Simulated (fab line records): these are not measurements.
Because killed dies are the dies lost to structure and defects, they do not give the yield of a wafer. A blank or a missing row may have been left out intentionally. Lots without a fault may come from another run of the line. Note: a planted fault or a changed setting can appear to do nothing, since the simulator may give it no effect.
Comparing a struck lot with a sound one    flow nandHarc    14 steps out of a route of 1159
Sound: the wafers L248.2, L248.3, L248.4. Struck: wafers L249.1, L249.2, L249.3. The cause is named last.
Each step with rows lists, per side, the tool, then ch with its chambers, then its first start. Under that, the readings that differ: sound wafers    struck wafers    difference of the means    sigmas: that difference in standard deviations of wafers without a fault.
alike: same words and numbers on both sides, and readings whose means sit less than 2 such deviations apart. not compared: any withheld reading, any reading some wafer has no value for, any bound like >300 that may hide the same value, and any number with overlapping values for which the record gives no deviation.
The two part at a step that has a row with sigmas, a row that says differs or no value, or rows on one side only. Numbers that have no deviation but don't overlap get no sigmas and don't part them. A reading that every wafer of one side lacks parts them only if that side has two wafers or more.

first, 1 step without rows for these wafers: NHARC_A_M1_DEGAS_29 (time 60 s).
NHARC_A_M1_PRE_CLEAN_30: time 30 s.
  sound on pvdSputter-02; struck on pvdSputter-01
  alike: heaterPowerW
NHARC_A_M1_PVD_20: deposits TaN, target thk 5 nm, time 8.06 s.
  sound on pvdSputter-02; struck on pvdSputter-01
  alike: throttleValvePct
NHARC_A_M1_PVD_21: deposits Cu, target thk 30 nm, time 20.49 s.
  sound on pvdSputter-02; struck on pvdSputter-01
  alike: throttleValvePct
then, 1 step without rows for these wafers: NHARC_A_M1_ECD_22 (material Cu, target thk 400 nm).
NHARC_A_M1_ANNEAL_31: time 90 s.
  sound on rtpAnneal-01 ch 0, day 20 00:02; struck on rtpAnneal-02 ch 0, day 20 08:54
  alike: annealTempC, annealTempCMax, wafer_temp_C_max
then, 1 step without rows for these wafers: NHARC_A_M1_CMP_23 (polishes, t overpolish 20 s, target thk 154.34 nm).
NHARC_A_M1_THK_MEAS_24: measures by xrf.
  struck on filmMetro-02, day 20 09:34; sound on filmMetro-01, day 20 00:38
  alike: thkNm
after that, 1 step had no rows for these wafers: NHARC_A_M1_SRD_25.
NHARC_A_M1_INSPECT_27:
  struck on defectInspect-01, day 20 09:44; sound on defectInspect-01, day 20 00:49
  alike: rawDefectCount
then, 1 step without rows for these wafers: NHARC_A_M1_PRE_CLEAN_32 (time 12 s).
NHARC_A_M1_DEP_33: deposits SiCN, target thk 30 nm.
  sound on pecvd-04 ch 0,1, day 20 00:58; struck on pecvd-03 ch 0,1,2, day 20 09:52
  no value came back on the struck wafers for chamberPressureTorr (Torr), heaterPowerOuterW (W), heaterPowerW (W); on the sound wafers chamberPressureTorr (Torr) reads 3.006 2.993 2.994
NHARC_A_BONDPAD_DEP_00: deposits SiCN, target thk 250 nm.
  sound on pecvd-03 ch 0,2, day 20 01:34; struck on pecvd-02 ch 0,1,2, day 20 10:26
  alike: chamberPressureTorr, heaterPowerOuterW, heaterPowerW
after that, 1 step had no rows for these wafers: NHARC_END_SORT_01.

== WHERE THEY PART ==
Only at NHARC_A_M1_DEP_33, within this record. Later steps at which nothing parts them and some readings are alike: NHARC_A_BONDPAD_DEP_00.

WHY: what had been put in by the simulator
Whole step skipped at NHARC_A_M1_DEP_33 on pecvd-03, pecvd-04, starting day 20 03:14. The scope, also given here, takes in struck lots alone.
